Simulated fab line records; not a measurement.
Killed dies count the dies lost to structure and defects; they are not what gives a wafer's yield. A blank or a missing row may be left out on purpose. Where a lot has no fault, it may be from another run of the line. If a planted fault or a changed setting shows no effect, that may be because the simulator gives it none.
Which tool was responsible?    flow nandHarc    36 wafers from 12 lots sampled at 5 of the route's 1302 steps

== WHAT THE GAUGES READ, wafer by wafer ==
NHARC_END_SORT_01. Usual: killedAtArray 54, standard deviation 21; killedAtOther 0.9, standard deviation 1.1; killedAtPeriphery 3.5, standard deviation 2.5; killedDies 58, standard deviation 21; killedOpen 3.3, standard deviation 1.9; killedShort 2.6, standard deviation 1.8.
lot   measured      on         killedAtArray  killedAtOther  killedAtPeriphery  killedDies  killedOpen  killedShort  flag
L212  day 30 09:28  prober-02  58 55 183      2 2 0          2 3 3              62 60 186   3 3 5       6 3 9        

== EACH LOT AND THE TOOL THAT RAN IT (in order: tool; ch and the chambers of the sampled wafers; start) ==
lot   NHARC_A_CHANNEL_HOLE_D2_ETCH_27  NHARC_A_CHANNEL_FILL_D2_ETCHBACK_20  NHARC_A_CHANNEL_FILL_D2_STRIP_28   NHARC_A_CHANNEL_FILL_D2_ETCHBACK_08
L198  harEtch-01 ch 0,1, day 13 14:54  rieDiel-07 ch 0,3, day 14 17:08      rieDiel-07 ch 0,2,3, day 14 17:14  rieDiel-11 ch 0,2,3, no start
L199  harEtch-02 ch 0,1, day 13 19:06  rieDiel-11 ch 0,1,3, day 14 22:01    rieDiel-11 ch 0,2,3, day 14 22:05  rieDiel-11 ch 0,1,2, no start
L200  harEtch-01 ch 0,1, day 13 23:19  rieDiel-11 ch 2,3, day 15 01:22      rieDiel-11 ch 0,1,2, day 15 01:28  rieDiel-07 ch 0,1, no start
L202  harEtch-02 ch 0,1, day 14 23:34  rieDiel-07 ch 1,2,3, day 16 02:04    rieDiel-07 ch 1,2, day 16 02:11    rieDiel-11 ch 0,1, no start
L201  harEtch-01 ch 0,1, day 15 00:04  rieDiel-06 ch 0,1,3, day 16 02:06    rieDiel-06 ch 0,1,3, day 16 02:11  rieDiel-07 ch 0,1, no start
L203  harEtch-02 ch 0,1, day 15 13:20  rieDiel-07 ch 0,1,3, day 16 15:55    rieDiel-07 ch 1,2, day 16 16:00    rieDiel-07 ch 0,2, no start
L206  harEtch-02 ch 1, day 16 15:22    rieDiel-07 ch 0,2, day 17 19:25      rieDiel-07 ch 2,3, day 17 19:30    rieDiel-07 ch 1,2,3, no start
L209  harEtch-01 ch 0,1, day 18 08:34  rieDiel-11 ch 2,3, day 19 13:19      rieDiel-11 ch 2,3, day 19 13:25    rieDiel-07 ch 0,3, no start
L212  harEtch-02 ch 0,1, day 19 14:29  rieDiel-11 ch 0,2,3, day 20 16:23    rieDiel-11 ch 1,3, day 20 16:29    rieDiel-07 ch 0,2,3, day 30 09:28 or earlier
L220  harEtch-02 ch 0,1, day 22 22:22  rieDiel-07 ch 2,3, day 24 00:09      rieDiel-07 ch 0,1,2, day 24 00:14  rieDiel-11 ch 0,1,3, no start
L219  harEtch-01 ch 0,1, day 23 01:46  rieDiel-11 ch 1,2, day 24 04:51      rieDiel-11 ch 1,2, day 24 04:56    rieDiel-11 ch 0,1,3, no start
L221  harEtch-02 ch 0,1, day 23 11:19  rieDiel-07 ch 0,1,3, day 24 14:58    rieDiel-07 ch 1,2,3, day 24 15:03  rieDiel-11 ch 0,1,3, no start
- NHARC_A_CHANNEL_HOLE_D2_ETCH_27: etches the open film in C4F8/O2/Ar, time 90 s, target depth 400 nm.
- NHARC_A_CHANNEL_FILL_D2_ETCHBACK_20: etches the open film in C4F8/O2/Ar, target depth 27 nm, time 13.5 s.
- NHARC_A_CHANNEL_FILL_D2_STRIP_28: strips in O2, time 20 s.
- NHARC_A_CHANNEL_FILL_D2_ETCHBACK_08: etches the open film in C4F8, target depth 220 nm, time 110 s.

== AS READ BY THE TOOLS THEMSELVES (means over the sampled wafers that have a number; for cases with no such wafer, the mark the record gives instead) ==
NHARC_A_CHANNEL_HOLE_D2_ETCH_27. Usual: drypumpMotorCurrentA 5.5 A, standard deviation 0.41; showerheadPlenumPTorr 3.68 Torr, standard deviation 0.15; throttleValvePct 27.618 %, standard deviation 0.0072.
lot   tool        drypumpMotorCurrentA (A)  showerheadPlenumPTorr (Torr)  throttleValvePct (%)  flag
L198  harEtch-01  5.5                       3.60                          27.620                
L199  harEtch-02  5.5                       3.65                          27.625                
L200  harEtch-01  5.8                       3.66                          27.613                
L202  harEtch-02  5.3                       3.70                          27.621                
L201  harEtch-01  5.8                       3.66                          27.613                
L203  harEtch-02  5.6                       3.64                          27.618                
L206  harEtch-02  5.8                       3.56                          27.623                
L209  harEtch-01  5.8                       3.63                          27.628                
L212  harEtch-02  5.6                       3.88                          27.617                
L220  harEtch-02  5.5                       3.86                          27.624                
L219  harEtch-01  5.5                       3.53                          27.619                
L221  harEtch-02  5.3                       3.77                          27.618                

NHARC_A_CHANNEL_FILL_D2_ETCHBACK_20. Usual: oesProductAu 0.986 a.u., standard deviation 0.021; rfVppV 979 V, standard deviation 5.3; runLengthS 34.5 s, standard deviation 0.41.
lot   tool        oesProductAu (a.u.)  rfVppV (V)  runLengthS (s)  flag
L198  rieDiel-07  0.923                979         34.3            
L199  rieDiel-11  0.991                978         34.1            
L200  rieDiel-11  0.986                981         34.8            
L202  rieDiel-07  0.988                983         34.7            
L201  rieDiel-06  0.987                976         34.7            
L203  rieDiel-07  1.001                982         34.6            
L206  rieDiel-07  0.942                982         34.5            
L209  rieDiel-11  0.999                977         34.6            
L212  rieDiel-11  0.964                979         32.9            OFF
L220  rieDiel-07  0.988                982         34.6            
L219  rieDiel-11  0.993                971         34.6            
L221  rieDiel-07  0.988                981         34.6            

NHARC_A_CHANNEL_FILL_D2_STRIP_28. Usual: drypumpMotorCurrentA 5.8 A, standard deviation 0.33; oesProductAu 0.997 a.u., standard deviation 0.0088; rfVppV 57.7 V, standard deviation 0.89; showerheadPlenumPTorr 3.56 Torr, standard deviation 0.13; throttleValvePct 17.036 %, standard deviation 0.0096.
lot   tool        drypumpMotorCurrentA (A)  oesProductAu (a.u.)  rfVppV (V)  showerheadPlenumPTorr (Torr)  throttleValvePct (%)  flag
L198  rieDiel-07  5.8                       1.002                57.7        3.59                          17.032                
L199  rieDiel-11  5.9                       0.996                57.8        3.55                          17.033                
L200  rieDiel-11  5.7                       0.999                57.7        3.43                          17.045                
L202  rieDiel-07  6.1                       1.005                58.3        3.71                          17.041                
L201  rieDiel-06  5.6                       0.984                58.0        3.45                          17.039                
L203  rieDiel-07  6.1                       1.010                57.4        3.68                          17.029                
L206  rieDiel-07  6.0                       0.999                57.5        3.63                          17.037                
L209  rieDiel-11  5.7                       0.999                58.0        3.50                          17.029                
L212  rieDiel-11  5.5                       0.987                57.6        3.45                          17.045                
L220  rieDiel-07  5.9                       0.999                58.4        3.64                          17.038                
L219  rieDiel-11  5.5                       0.999                57.4        3.38                          17.036                
L221  rieDiel-07  6.0                       1.002                57.4        3.65                          17.038                

NHARC_A_CHANNEL_FILL_D2_ETCHBACK_08. Usual: oesProductAu 0.96 a.u., standard deviation 0.036; rfVppV 441.5 V, standard deviation 2.3; runLengthS 131.2 s, standard deviation 0.43.
lot   tool        oesProductAu (a.u.)  rfVppV (V)  runLengthS (s)  flag
L198  rieDiel-11  0.99                 441.5       131.0           
L199  rieDiel-11  0.92                 439.1       131.1           
L200  rieDiel-07  0.93                 443.8       131.5           
L202  rieDiel-11  0.99                 439.4       130.7           
L201  rieDiel-07  0.99                 442.8       131.6           
L203  rieDiel-07  0.92                 441.1       131.2           
L206  rieDiel-07  0.93                 443.3       131.4           
L209  rieDiel-07  0.98                 440.4       131.0           
L212  rieDiel-07  1.01                 441.6       130.9           
L220  rieDiel-11  0.98                 440.4       130.8           
L219  rieDiel-11  0.91                 440.4       130.7           
L221  rieDiel-11  0.98                 440.2       130.9           

== THE ANSWER, worked out from the rows above alone ==
Rule: take the mean of a lot's wafers that have a number; if it is more than 3 standard deviations from the usual mean, the lot is off. A lot without any number at a reading at which 4 lots or more have one is off too. Where the step has rows for the other lots, those lots are counted as sound. After the gauges, taken in route order, come the tools' own readings; for these a lot's mean is taken, as printed above. At the first step where some lot is off, the reading lying furthest off is the one used; lots without a number count as furthest.
Off at NHARC_A_CHANNEL_FILL_D2_ETCHBACK_20 (runLengthS): L212.
If a tool, at that step or one of the process steps before it, ran each lot that is off and ran no sound lot following the first of them, it fits. Of those tried, none fits.

== WHAT HAD BEEN PUT IN BY THE SIMULATOR ==
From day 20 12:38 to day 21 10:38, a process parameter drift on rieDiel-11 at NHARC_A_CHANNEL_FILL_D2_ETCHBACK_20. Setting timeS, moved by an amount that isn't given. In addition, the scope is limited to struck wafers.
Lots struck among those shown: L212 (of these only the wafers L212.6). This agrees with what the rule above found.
